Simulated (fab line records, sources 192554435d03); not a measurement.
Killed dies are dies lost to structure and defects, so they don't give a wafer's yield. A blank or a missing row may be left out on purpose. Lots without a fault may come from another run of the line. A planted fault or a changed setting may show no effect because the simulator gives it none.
Which tool did it? | flow n5_finfet | 24 lots, 72 wafers sampled, at 5 steps of a route of 1938

WHAT THE GAUGES READ, wafer by wafer
N5_STI_FIN_REVEAL_THK_MEAS_05.
lot  | measured    | on            | thk_nm (nm)
L074 | day 2 09:28 | film_metro-02 | 133.0 133.5 131.5
L075 | day 2 17:28 | film_metro-02 | 133.0 131.9 131.9
L076 | day 2 22:00 | film_metro-02 | 131.2 130.7 131.1
L077 | day 3 05:23 | film_metro-01 | 131.1 131.6 130.1
L078 | day 3 12:14 | film_metro-01 | 133.0 133.5 134.0
L079 | day 3 15:47 | film_metro-01 | 131.9 133.6 132.6
L080 | day 3 23:07 | film_metro-02 | 134.3 135.1 133.9
L081 | day 4 04:04 | film_metro-01 | 130.3 130.6 130.9
L082 | day 4 10:47 | film_metro-02 | 132.6 131.1 130.4
L083 | day 4 14:52 | film_metro-02 | 133.1 133.1 133.1
L084 | day 4 21:58 | film_metro-01 | 133.1 131.2 132.4
L085 | day 5 05:02 | film_metro-02 | 133.2 133.2 132.2
L086 | day 5 13:15 | film_metro-02 | 132.1 132.8 133.4
L087 | day 5 17:10 | film_metro-02 | 130.3 131.5 131.2
L088 | day 5 22:02 | film_metro-02 | 132.8 131.8 132.1
L089 | day 6 03:11 | film_metro-02 | 130.4 132.2 129.5
L090 | day 6 13:56 | film_metro-01 | 132.5 132.3 132.5
L091 | day 6 16:53 | film_metro-02 | 131.1 132.3 131.8
L092 | day 7 00:01 | film_metro-02 | 131.7 131.9 132.0
L093 | day 7 07:14 | film_metro-02 | 131.5 132.0 131.4
L094 | day 7 11:08 | film_metro-01 | 131.2 130.1 130.7
L095 | day 7 18:34 | film_metro-01 | 132.3 131.3 133.3
L096 | day 8 01:26 | film_metro-01 | 131.9 132.5 132.2
L097 | day 8 06:53 | film_metro-01 | 132.1 133.3 132.7

N5_DUMMY_GATE_INSPECT_17: inspects for defects (brightfield).
lot  | measured    | on                | raw_defect_count
L074 | day 2 21:45 | defect_inspect-02 | 127 116 101
L075 | day 3 05:40 | defect_inspect-02 | 179 121 151
L076 | day 3 11:07 | defect_inspect-02 | 195 222 189
L077 | day 3 19:25 | defect_inspect-01 | 281 191 273
L078 | day 4 02:41 | defect_inspect-01 | 167 133 225
L079 | day 4 03:52 | defect_inspect-01 | 307 257 220
L080 | day 4 11:00 | defect_inspect-01 | 146 275 150
L081 | day 4 19:01 | defect_inspect-02 | 147 187 176
L082 | day 4 23:37 | defect_inspect-01 | 223 203 259
L083 | day 5 03:11 | defect_inspect-02 | 143 137 221
L084 | day 5 11:39 | defect_inspect-02 | 191 258 172
L085 | day 5 19:28 | defect_inspect-02 | 196 272 174
L086 | day 6 02:19 | defect_inspect-02 | 226 98 175
L087 | day 6 05:34 | defect_inspect-02 | 157 209 182
L088 | day 6 12:20 | defect_inspect-02 | 242 189 227
L089 | day 6 15:19 | defect_inspect-02 | 241 187 177
L090 | day 7 02:25 | defect_inspect-02 | 218 193 182
L091 | day 7 04:53 | defect_inspect-01 | 262 346 243
L092 | day 7 12:01 | defect_inspect-02 | 207 221 248
L093 | day 7 21:50 | defect_inspect-01 | 149 173 183
L094 | day 7 23:18 | defect_inspect-02 | 178 236 194
L095 | day 8 06:58 | defect_inspect-02 | 161 140 142
L096 | day 8 13:21 | defect_inspect-01 | 174 178 211
L097 | day 8 18:56 | defect_inspect-01 | 176 200 140

WHICH TOOL RAN EACH LOT (tool, then ch and the chambers of the sampled wafers, then the start)
lot  | N5_FIN_SAQP_ETCH_64             | N5_FIN_CUT_ETCH_30                | N5_FIN_CUT_CUT_ETCH_28
L074 | rie_si-03 ch 1,2,3, day 2 02:25 | rie_diel-01 ch 0,1,3, day 2 03:09 | rie_si-04 ch 0,2, day 2 03:48
L075 | rie_si-03 ch 2,3, day 2 08:44   | rie_diel-04 ch 1,3, day 2 09:35   | rie_si-04 ch 0,2, day 2 10:14
L076 | rie_si-01 ch 0,1,3, day 2 14:08 | rie_diel-01 ch 0,2,3, day 2 15:22 | rie_si-04 ch 0,2,3, day 2 16:01
L077 | rie_si-03 ch 1,2,3, day 2 21:43 | rie_diel-01 ch 1,2,3, day 2 22:28 | rie_si-05 ch 0,1,3, day 2 23:07
L078 | rie_si-03 ch 0,1,2, day 3 03:45 | rie_diel-04 ch 1,2,3, day 3 04:29 | rie_si-05 ch 0,2,3, day 3 05:28
L079 | rie_si-06 ch 0,1,3, day 3 08:29 | rie_diel-01 ch 1,2, day 3 09:20   | rie_si-05 ch 0,1,2, day 3 09:59
L080 | rie_si-03 ch 0,1,3, day 3 16:03 | rie_diel-04 ch 1,2,3, day 3 16:47 | rie_si-05 ch 0,1,3, day 3 17:26
L081 | rie_si-01 ch 2,3, day 3 20:53   | rie_diel-04 ch 1,2, day 3 21:45   | rie_si-05 ch 1,2,3, day 3 22:24
L082 | rie_si-06 ch 1,3, day 4 02:41   | rie_diel-01 ch 1,2, day 4 03:25   | rie_si-04 ch 0,1,3, day 4 04:04
L083 | rie_si-03 ch 0,2,3, day 4 07:47 | rie_diel-04 ch 1,2,3, day 4 08:34 | rie_si-04 ch 0,1,2, day 4 09:13
L084 | rie_si-01 ch 1,2,3, day 4 14:04 | rie_diel-04 ch 1,3, day 4 14:55   | rie_si-04 ch 0,2,3, day 4 15:34
L085 | rie_si-06 ch 2,3, day 4 20:31   | rie_diel-01 ch 0,2,3, day 4 21:25 | rie_si-02 ch 0,1,3, day 4 22:07
L086 | rie_si-06 ch 2,3, day 5 06:13   | rie_diel-04 ch 0,3, day 5 06:57   | rie_si-02 ch 0,1, day 5 07:36
L087 | rie_si-01 ch 1,3, day 5 09:49   | rie_diel-02 ch 0,2,3, day 5 10:50 | rie_si-02 ch 1,2, day 5 11:30
L088 | rie_si-03 ch 0,2,3, day 5 14:18 | rie_diel-02 ch 0,2,3, day 5 15:02 | rie_si-04 ch 1,2,3, day 5 15:41
L089 | rie_si-03 ch 1,2, day 5 20:01   | rie_diel-04 ch 1,2,3, day 5 20:52 | rie_si-02 ch 0,1,2, day 5 21:31
L090 | rie_si-06 ch 0,1,2, day 6 06:18 | rie_diel-02 ch 0,3, day 6 07:02   | rie_si-02 ch 0,1,2, day 6 07:41
L091 | rie_si-03 ch 2,3, day 6 09:46   | rie_diel-01 ch 1,2, day 6 10:29   | rie_si-05 ch 2,3, day 6 11:08
L092 | rie_si-01 ch 0,1,3, day 6 16:25 | rie_diel-02 ch 0,2,3, day 6 17:34 | rie_si-05 ch 0,1,2, day 6 18:13
L093 | rie_si-01 ch 0,1,2, day 6 23:35 | rie_diel-01 ch 1,2,3, day 7 00:55 | rie_si-04 ch 0,3, day 7 01:34
L094 | rie_si-01 ch 0,1,2, day 7 04:03 | rie_diel-02 ch 0,1,3, day 7 04:50 | rie_si-04 ch 0,2,3, day 7 05:29
L095 | rie_si-06 ch 0, day 7 10:35     | rie_diel-01 ch 0,1,2, day 7 12:13 | rie_si-02 ch 1,3, day 7 12:52
L096 | rie_si-06 ch 1,3, day 7 18:12   | rie_diel-02 ch 1,2,3, day 7 18:56 | rie_si-04 ch 0,2,3, day 7 19:35
L097 | rie_si-03 ch 0,1,2, day 7 23:49 | rie_diel-02 ch 1,3, day 8 00:32   | rie_si-05 ch 1,3, day 8 01:11
- N5_FIN_SAQP_ETCH_64: etches SiO2 in CF4, target depth 1.5 nm.
- N5_FIN_CUT_ETCH_30: etches underlayer in N2/H2, target depth 13 nm, time 10.4 s.
- N5_FIN_CUT_CUT_ETCH_28: etches Si in HBr/Cl2/O2, target depth 6 nm, time 2.4 s.

WHAT THE TOOLS THEMSELVES READ (means of the sampled wafers that have a number; where no wafer has one, the mark that the record gives instead)
N5_FIN_SAQP_ETCH_64.
lot  | tool      | cf4_flow_sccm (sccm) | drypump_motor_current_A (A) | oes_product_au (a.u.) | throttle_valve_pct (%)
L074 | rie_si-03 | 80.04                | 5.6                         | 0.994                 | 21.99
L075 | rie_si-03 | 79.92                | 5.8                         | 1.004                 | 22.08
L076 | rie_si-01 | 80.08                | 5.4                         | 0.997                 | 21.88
L077 | rie_si-03 | 79.98                | 5.6                         | 0.984                 | 21.98
L078 | rie_si-03 | 80.00                | 5.7                         | 0.982                 | 21.93
L079 | rie_si-06 | 80.15                | 5.2                         | 0.993                 | 21.85
L080 | rie_si-03 | 79.92                | 6.0                         | 0.991                 | 21.91
L081 | rie_si-01 | 79.77                | 5.1                         | 0.986                 | 21.89
L082 | rie_si-06 | 79.98                | 5.3                         | 0.997                 | 21.75
L083 | rie_si-03 | 80.03                | 5.9                         | 0.996                 | 22.02
L084 | rie_si-01 | 80.06                | 5.6                         | 0.986                 | 21.91
L085 | rie_si-06 | 80.08                | 5.7                         | 0.978                 | 21.81
L086 | rie_si-06 | 80.41                | 5.6                         | 0.981                 | 21.91
L087 | rie_si-01 | 80.04                | 5.4                         | 1.000                 | 21.81
L088 | rie_si-03 | 79.90                | 6.0                         | 0.994                 | 22.01
L089 | rie_si-03 | 80.03                | 5.3                         | 0.986                 | 22.02
L090 | rie_si-06 | 79.72                | 5.2                         | 0.990                 | 21.77
L091 | rie_si-03 | 80.04                | 5.6                         | 1.001                 | 22.10
L092 | rie_si-01 | 80.06                | 5.4                         | 0.991                 | 21.89
L093 | rie_si-01 | 80.00                | 5.6                         | 0.987                 | 21.97
L094 | rie_si-01 | 79.80                | 5.6                         | 0.982                 | 21.98
L095 | rie_si-06 | 79.85                | 4.9                         | 0.992                 | 21.97
L096 | rie_si-06 | 80.17                | 5.3                         | 1.009                 | 21.75
L097 | rie_si-03 | 79.90                | 5.7                         | 0.983                 | 21.94

N5_FIN_CUT_ETCH_30.
lot  | tool        | drypump_motor_current_A (A) | etch_rf_on_time_s (s) | oes_product_au (a.u.) | rf_vpp_V (V) | showerhead_plenum_p_Torr (Torr) | throttle_valve_pct (%)
L074 | rie_diel-01 | 5.7                         | 10.46                 | 0.68                  | 524.3        | 2.55                            | 17.80
L075 | rie_diel-04 | 5.2                         | 10.35                 | 0.66                  | 520.7        | 2.44                            | 17.85
L076 | rie_diel-01 | 5.5                         | 10.24                 | 0.74                  | 523.7        | 2.54                            | 17.48
L077 | rie_diel-01 | 5.5                         | 10.35                 | 0.69                  | 522.6        | 2.52                            | 17.79
L078 | rie_diel-04 | 5.3                         | 10.24                 | 0.69                  | 522.6        | 2.52                            | 17.82
L079 | rie_diel-01 | 5.7                         | 10.28                 | 0.70                  | 522.8        | 2.52                            | 17.94
L080 | rie_diel-04 | 5.3                         | 10.28                 | 0.68                  | 522.5        | 2.52                            | 17.82
L081 | rie_diel-04 | 5.4                         | 10.20                 | 0.71                  | 525.6        | 2.60                            | 17.80
L082 | rie_diel-01 | 5.5                         | 10.04                 | 0.75                  | 524.2        | 2.51                            | 17.64
L083 | rie_diel-04 | 5.3                         | 10.28                 | 0.68                  | 523.3        | 2.52                            | 17.83
L084 | rie_diel-04 | 5.2                         | 10.23                 | 0.65                  | 521.7        | 2.43                            | 17.88
L085 | rie_diel-01 | 5.5                         | 10.23                 | 0.71                  | 524.3        | 2.53                            | 17.52
L086 | rie_diel-04 | 5.1                         | 10.50                 | 0.60                  | 522.2        | 2.49                            | 17.85
L087 | rie_diel-02 | 5.9                         | 10.51                 | 0.63                  | 524.7        | 2.57                            | 17.95
L088 | rie_diel-02 | 5.9                         | 10.54                 | 0.63                  | 525.4        | 2.57                            | 17.95
L089 | rie_diel-04 | 5.3                         | 10.36                 | 0.66                  | 522.2        | 2.51                            | 17.86
L090 | rie_diel-02 | 5.8                         | 10.49                 | 0.62                  | 526.2        | 2.62                            | 17.98
L091 | rie_diel-01 | 5.6                         | 10.24                 | 0.67                  | 522.4        | 2.51                            | 17.98
L092 | rie_diel-02 | 5.9                         | 10.48                 | 0.62                  | 525.2        | 2.56                            | 17.96
L093 | rie_diel-01 | 5.5                         | 10.42                 | 0.65                  | 523.0        | 2.50                            | 17.84
L094 | rie_diel-02 | 5.8                         | 10.47                 | 0.69                  | 526.9        | 2.65                            | 17.82
L095 | rie_diel-01 | 5.6                         | 10.39                 | 0.69                  | 523.9        | 2.53                            | 17.69
L096 | rie_diel-02 | 5.9                         | 10.30                 | 0.69                  | 524.9        | 2.59                            | 17.82
L097 | rie_diel-02 | 5.8                         | 10.42                 | 0.74                  | 527.9        | 2.67                            | 17.66

N5_FIN_CUT_CUT_ETCH_28.
lot  | tool      | drypump_motor_current_A (A) | oes_product_au (a.u.) | throttle_valve_pct (%)
L074 | rie_si-04 | 5.7                         | 1.000                 | 37.02
L075 | rie_si-04 | 5.7                         | 1.007                 | 37.03
L076 | rie_si-04 | 5.6                         | 1.002                 | 37.05
L077 | rie_si-05 | 5.5                         | 1.008                 | 37.02
L078 | rie_si-05 | 5.8                         | 0.994                 | 37.14
L079 | rie_si-05 | 5.3                         | 0.999                 | 37.25
L080 | rie_si-05 | 5.5                         | 1.006                 | 37.02
L081 | rie_si-05 | 5.7                         | 0.996                 | 36.92
L082 | rie_si-04 | 5.4                         | 1.006                 | 37.14
L083 | rie_si-04 | 5.5                         | 1.011                 | 37.07
L084 | rie_si-04 | 5.5                         | 0.997                 | 37.05
L085 | rie_si-02 | 6.3                         | 0.983                 | 37.19
L086 | rie_si-02 | 6.2                         | 0.978                 | 37.25
L087 | rie_si-02 | 5.6                         | 1.006                 | 37.42
L088 | rie_si-04 | 5.3                         | 1.002                 | 37.11
L089 | rie_si-02 | 5.9                         | 0.993                 | 37.34
L090 | rie_si-02 | 5.9                         | 0.993                 | 37.35
L091 | rie_si-05 | 6.2                         | 0.994                 | 36.83
L092 | rie_si-05 | 5.3                         | 0.998                 | 37.23
L093 | rie_si-04 | 5.6                         | 0.995                 | 37.09
L094 | rie_si-04 | 5.5                         | 0.999                 | 37.06
L095 | rie_si-02 | 6.5                         | 0.986                 | 37.37
L096 | rie_si-04 | 5.6                         | 0.996                 | 37.06
L097 | rie_si-05 | 6.0                         | 1.009                 | 36.69

THE ANSWER, worked out from the rows above alone
Rule: what is usual is taken from the lots themselves. Put in order of their means at a reading, lots are off if they are a third of the lots or fewer, leave a main group of 4 or more, and stand apart from it by a gap of 3 or more times the standard deviation of the main group's means; of several such gaps the widest counts. A main group whose means are all the same, to the digits that the tables above print for the reading, isn't used. A lot without any number at a reading at which 4 lots or more have one is off too. The other lots that the step has rows for count as sound. The gauges are gone through in route order, then the tools' own readings, and for those a lot's mean is taken as printed above. The first step at which some lot is off is used, and at that step the reading that is off furthest; a lot without a number counts as furthest.
No lot is off at any reading shown: from this, nothing can be told.

WHAT THE SIMULATOR HAD PUT IN
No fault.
